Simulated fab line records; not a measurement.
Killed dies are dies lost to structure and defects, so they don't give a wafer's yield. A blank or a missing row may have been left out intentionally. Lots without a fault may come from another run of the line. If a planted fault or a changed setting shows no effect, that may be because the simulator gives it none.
Split-lot trial / flow n5_finfet / 21 wafers read across 7 lots, on a route 1938 steps long

## THE SPLIT
At N5_HKMG_FIN_ALD_79 (deposits TiN, target thk 1.5 nm, pulse time 1 s, purge time 3 s), the setting ald_cycles was moved away from the recipe's 68 on 7 of the 21 wafers read, by -14.7% to +16.2%. For the rest of the wafers, this setting stayed at what the recipe calls for.

## FROM THE SPLIT TO THE READING: what the file shows between them, 3 steps
- N5_HKMG_FIN_CVD_62: deposits a-Si from Si2H6, target thk 3 nm, time 20.8 s
- N5_HKMG_FIN_RTA_80: time 2 s
- N5_HKMG_FIN_PRECLEAN_64: cleans in dHF, time 30 s

## THE READING
TiN_of_HKMG_FIN_ALD_79.thk_nm (the simulator's own value, which no gauge read), in nm, at N5_HKMG_FIN_WET_ETCH_65 (etches a-Si in TMAH, stops on TiN, time 49 s, target depth 3 nm). The file does not state a usual value for it. Here, 14 wafers ran the recipe; their average is 1.2 nm with a standard deviation of 0.07 nm.

wafer=L075.1; tool, chamber at the split=ald_metal-02, 2,3; ald_cycles as run=73; against the recipe=+7.4%; TiN_of_HKMG_FIN_ALD_79.thk_nm, nm=1.4; against lot-mates on the recipe=+0.2
wafer=L075.2; tool, chamber at the split=ald_metal-02, 2,3; ald_cycles as run=73; against the recipe=+7.4%; TiN_of_HKMG_FIN_ALD_79.thk_nm, nm=1.4; against lot-mates on the recipe=+0.2
wafer=L075.5; tool, chamber at the split=ald_metal-02, 2; ald_cycles as run=68; against the recipe=recipe; TiN_of_HKMG_FIN_ALD_79.thk_nm, nm=1.2; against lot-mates on the recipe=-
wafer=L080.2; tool, chamber at the split=ald_metal-01, 2; ald_cycles as run=60; against the recipe=-11.8%; TiN_of_HKMG_FIN_ALD_79.thk_nm, nm=1.2; against lot-mates on the recipe=-0.1
wafer=L080.5; tool, chamber at the split=ald_metal-01, 0,1; ald_cycles as run=68; against the recipe=recipe; TiN_of_HKMG_FIN_ALD_79.thk_nm, nm=1.4; against lot-mates on the recipe=-
wafer=L080.6; tool, chamber at the split=ald_metal-01, 0,1; ald_cycles as run=68; against the recipe=recipe; TiN_of_HKMG_FIN_ALD_79.thk_nm, nm=1.2; against lot-mates on the recipe=-
wafer=L081.1; tool, chamber at the split=ald_metal-01, 2; ald_cycles as run=68; against the recipe=recipe; TiN_of_HKMG_FIN_ALD_79.thk_nm, nm=1.2; against lot-mates on the recipe=-
wafer=L081.3; tool, chamber at the split=ald_metal-01, 1,2; ald_cycles as run=68; against the recipe=recipe; TiN_of_HKMG_FIN_ALD_79.thk_nm, nm=1.2; against lot-mates on the recipe=-
wafer=L081.5; tool, chamber at the split=ald_metal-01, 1,2; ald_cycles as run=68; against the recipe=recipe; TiN_of_HKMG_FIN_ALD_79.thk_nm, nm=1.4; against lot-mates on the recipe=-
wafer=L084.1; tool, chamber at the split=ald_metal-03, 2; ald_cycles as run=68; against the recipe=recipe; TiN_of_HKMG_FIN_ALD_79.thk_nm, nm=1.2; against lot-mates on the recipe=-
wafer=L084.2; tool, chamber at the split=ald_metal-03, 3; ald_cycles as run=68; against the recipe=recipe; TiN_of_HKMG_FIN_ALD_79.thk_nm, nm=1.2; against lot-mates on the recipe=-
wafer=L084.3; tool, chamber at the split=ald_metal-03, 0; ald_cycles as run=79; against the recipe=+16.2%; TiN_of_HKMG_FIN_ALD_79.thk_nm, nm=1.6; against lot-mates on the recipe=+0.4
wafer=L088.2; tool, chamber at the split=ald_metal-01, 0,1,3; ald_cycles as run=68; against the recipe=recipe; TiN_of_HKMG_FIN_ALD_79.thk_nm, nm=1.2; against lot-mates on the recipe=-
wafer=L088.3; tool, chamber at the split=ald_metal-01, 0,1,3; ald_cycles as run=68; against the recipe=recipe; TiN_of_HKMG_FIN_ALD_79.thk_nm, nm=1.2; against lot-mates on the recipe=-
wafer=L088.5; tool, chamber at the split=ald_metal-01, 0,1,3; ald_cycles as run=68; against the recipe=recipe; TiN_of_HKMG_FIN_ALD_79.thk_nm, nm=1.2; against lot-mates on the recipe=-
wafer=L092.1; tool, chamber at the split=ald_metal-02, 1; ald_cycles as run=68; against the recipe=recipe; TiN_of_HKMG_FIN_ALD_79.thk_nm, nm=1.2; against lot-mates on the recipe=-
wafer=L092.5; tool, chamber at the split=ald_metal-02, 3; ald_cycles as run=68; against the recipe=recipe; TiN_of_HKMG_FIN_ALD_79.thk_nm, nm=1.2; against lot-mates on the recipe=-
wafer=L092.4; tool, chamber at the split=ald_metal-02, 3; ald_cycles as run=79; against the recipe=+16.2%; TiN_of_HKMG_FIN_ALD_79.thk_nm, nm=1.6; against lot-mates on the recipe=+0.4
wafer=L096.1; tool, chamber at the split=ald_metal-03, 2,1; ald_cycles as run=58; against the recipe=-14.7%; TiN_of_HKMG_FIN_ALD_79.thk_nm, nm=1; against lot-mates on the recipe=-0.2
wafer=L096.2; tool, chamber at the split=ald_metal-03, 2,1; ald_cycles as run=58; against the recipe=-14.7%; TiN_of_HKMG_FIN_ALD_79.thk_nm, nm=1; against lot-mates on the recipe=-0.2
wafer=L096.3; tool, chamber at the split=ald_metal-03, 3; ald_cycles as run=68; against the recipe=recipe; TiN_of_HKMG_FIN_ALD_79.thk_nm, nm=1.2; against lot-mates on the recipe=-
When a row names more than one chamber, that row covers several wafers, and the file does not tell which wafer ran in which chamber.

THE FIT
A straight line over all 21 wafers: TiN_of_HKMG_FIN_ALD_79.thk_nm changes by +0.0178 nm for each +1% of ald_cycles; r = +0.88; the points scatter about the line by 0.076 nm.
The same after taking each lot's own level away (the mean of its wafers on the recipe; 21 wafers): +0.0189 nm for each +1%; r = +0.92; scatter 0.066 nm.
The reading moves by 0.31 nm for the largest change in ald_cycles, on that fit.
The span of the lots' own levels, 1.20 to 1.30 nm, comes to 1.4 times the standard deviation stated above.
Consequently the slope shifts little with the lot-to-lot level, the two slopes agreeing.
Check: with one of the wafers moved furthest among these (+16.2%) left out of the fit, the line predicts +0.312 nm for it against its lot-mates. It came out at +0.4 nm against them.

## OTHER SPLITS ON THESE WAFERS
These wafers also went through other splits before the reading. Each is held against what the fit with the lots' levels taken away leaves over:
other split on the same wafers=N5_HKMG_FIN_ETCH_58 source_w; wafers away from the commonest value=8; r with TiN_of_HKMG_FIN_ALD_79.thk_nm (lot level and that fit taken away)=-0.05

## THE WHOLE CHAIN: every reading that the file lists as answering this split, in the file's order
step=N5_HKMG_FIN_ALD_79; what it does=deposits TiN, target thk 1.5 nm, pulse time 1 s, purge time 3 s; reading=TiN_of_HKMG_FIN_ALD_79.thk_nm (the simulator's own value, which no gauge read); change (the file's fit)=+0.0177 nm for each +1% of the setting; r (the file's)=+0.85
step=N5_HKMG_FIN_WET_ETCH_65; what it does=etches a-Si in TMAH, stops on TiN, time 49 s, target depth 3 nm; reading=TiN_of_HKMG_FIN_ALD_79.thk_nm (the simulator's own value, which no gauge read); change (the file's fit)=+0.0199 nm for each +1% of the setting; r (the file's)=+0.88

## THE FILE'S OWN FIT
TiN_of_HKMG_FIN_ALD_79.thk_nm changes by +0.0199 nm for each +1% of ald_cycles, r = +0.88.
